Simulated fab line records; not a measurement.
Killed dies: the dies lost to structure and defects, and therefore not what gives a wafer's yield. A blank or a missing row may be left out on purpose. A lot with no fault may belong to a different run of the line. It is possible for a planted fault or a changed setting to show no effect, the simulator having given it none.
Struck lot and sound lot, side by side | flow n5-finfet | 29 out of 1938 route steps
Sound: these wafers, L139.1, L139.2, L139.5. Struck: wafer L152.6 (left out: L152.1, L152.2 of the same lot, which were not struck); the cause appears at the end.
At each step with rows: each side's tool, then ch and its chambers, then its first start. Under that, the readings that differ: sound wafers | struck wafers | difference of the means | sigmas: that difference in standard deviations of wafers without a fault.
alike: words and numbers the same on both sides, and readings whose means are apart by under 2 such deviations; not compared: readings that were withheld, readings missing a value for some wafer, numbers with overlapping values and no deviation given by the record, and bounds like >300 which may hide the same value.
A row with sigmas, a row that says differs or no value, or rows on one side alone: a step with any of these is where the two part. Numbers that don't overlap but have no deviation are shown without sigmas and don't part them. A reading missing from all wafers of one side parts the sides only when that side holds two or more wafers.

first, 1 step without rows for these wafers: N5_BEOL_M2_ECD_50 (material Cu, target thk 300 nm).
N5_BEOL_M2_ANNEAL_51: time 90 s.
  sound on rtp-anneal-02 ch 0, day 7 10:18; struck on rtp-anneal-01 ch 0, day 10 22:15
  reading          | sound                | struck | difference | sigmas
  wafer_temp_C_max | 226.18 225.71 225.83 | 226.93 | +1.02      | +4
N5_BEOL_M2_CMP_52: polishes, stops on SiOC, t overpolish 6.8 s, target thk 40 nm.
  sound on cmp-03 ch 0,1, day 7 10:36; struck on cmp-03 ch 1, day 10 22:33
  reading                | sound          | struck | difference | sigmas
  time-to-endpoint-s (s) | 64.1 65.3 66.8 | 56.5   | -8.9       | -4
  alike: barrier-field-endpoint-s, motor-current-A, overpolish-run-s
N5_BEOL_M2_THK_MEAS_53: measures by xrf.
  sound on film-metro-02, day 7 10:53; struck on film-metro-01, day 10 22:50
  alike: M2_THK
then, 1 step without rows for these wafers: N5_BEOL_M2_PRE_CLEAN_60 (time 15 s).
N5_BEOL_M2_CO_CAP_55: material Co, precursor CCTBA/H2, target thk 2 nm, time 102.1 s.
  sound on cvd-co-01 ch 0,1, day 7 10:58; struck on cvd-co-02 ch 0, day 10 22:55
  alike: heater-power-w
  not compared: since-wet-clean-h
then, 1 step without rows for these wafers: N5_BEOL_M2_PRE_CLEAN_56 (time 15 s).
N5_BEOL_M2_DEP_57: deposits SiCN from 3MS/NH3, target thk 8 nm, time 14 s.
  sound on pecvd-03 ch 0,2, day 7 11:06; struck on pecvd-04 ch 0, day 10 23:02
  alike: rf-fwd-power-W, showerhead-plenum-p-Torr, throttle-valve-pct
  not compared: since-wet-clean-h
N5_BEOL_M2_RS_MEAS_58: a four-point-probe measurement.
  sound on film-metro-02, day 7 11:11; struck on film-metro-01, day 10 23:06
  alike: M2_RS
N5_BEOL_M2_INSPECT_59: inspects for defects (darkfield).
  sound on defect-inspect-02, day 7 11:13; struck on defect-inspect-02, day 10 23:08
  alike: raw-defect-count
then, 1 step without rows for these wafers: N5_BEOL_M3_ILD_DEP_00 (deposits SiOC from DEMS/O2, target thk 79 nm, time 15.3 s).
N5_BEOL_M3_THK_MEAS_01:
  sound on film-metro-01, day 7 11:19; struck on film-metro-01, day 10 23:15
  alike: M3_ILD_THK
N5_BEOL_M3_PECVD_72: deposits SiO2 from TEOS/O2, target thk 16 nm, time 18 s.
  sound on pecvd-02 ch 0,1,2, day 7 11:21; struck on pecvd-03 ch 1, day 10 23:17
  alike: heater-power-w, rf-fwd-power-W, showerhead-plenum-p-Torr, throttle-valve-pct
  not compared: since-wet-clean-h
N5_BEOL_M3_HM_DEP_02: deposits TiN, target thk 20 nm.
  sound on pvd-sputter-02, day 7 11:44; struck on pvd-sputter-02, day 11 00:09
  alike: throttle-valve-pct
then, 9 steps without rows for these wafers: N5_BEOL_M3_COAT_61 (time 60 s, resist thk 60 nm); N5_BEOL_M3_COAT_62 (time 60 s, resist thk 12 nm); N5_BEOL_M3_COAT_73 (time 60 s, resist thk 5 nm); N5_BEOL_M3_COAT_05 (resist thk 30 nm); N5_BEOL_M3_EBR_07; N5_BEOL_M3_SOFTBAKE_06 (time 60 s); N5_BEOL_M3_EXPOSE_08 (exposes mask M3); N5_BEOL_M3_PEB_09 (peb time 60 s); N5_BEOL_M3_DEVELOP_10 (develop time 30 s).
N5_BEOL_M3_CD_MEAS_11: target cd 17.05 nm.
  sound on cd-sem-01 ch 0, day 7 12:15; struck on cd-sem-01 ch 0, day 11 00:40
  alike: cd-nm
N5_BEOL_M3_OVL_MEAS_12:
  sound on overlay-01 ch 0, day 7 12:17; struck on overlay-02 ch 0, day 11 00:42
  alike: M3_OVL
N5_BEOL_M3_INSPECT_13: inspects for defects (brightfield).
  sound on defect-inspect-02, day 7 12:20; struck on defect-inspect-01, day 11 00:46
  reading          | sound       | struck | difference | sigmas
  raw-defect-count | 435 309 376 | 1445   | +1072      | +13
then, 1 step without rows for these wafers: N5_BEOL_M3_DESCUM_16 (chemistry O2, time 7 s).
N5_BEOL_M4_RC_MEAS_101:
  sound on prober-01 ch 0, day 8 10:20; struck on prober-01 ch 0, day 11 18:34
  alike: DIBL_N, DIBL_P, IOFF_N, IOFF_P, ION_N, ION_P, SS_N, SS_P, VT_N, VT_P
-- record jumps: 4 days separate the struck wafers' starts on either side; left off in module BEOL_M4, taken up again in module PASSIVATION, whose first shown step is the route's number 1936 --
N5_PASSIVATION_PROBE_49:
  only the struck wafers here have rows in the record (prober-02, day 15 15:34); the sound ones have none

== WHERE THEY PART ==
First at N5_BEOL_M2_ANNEAL_51; last, within this record, at N5_PASSIVATION_PROBE_49.

WHY: what had been put in by the simulator
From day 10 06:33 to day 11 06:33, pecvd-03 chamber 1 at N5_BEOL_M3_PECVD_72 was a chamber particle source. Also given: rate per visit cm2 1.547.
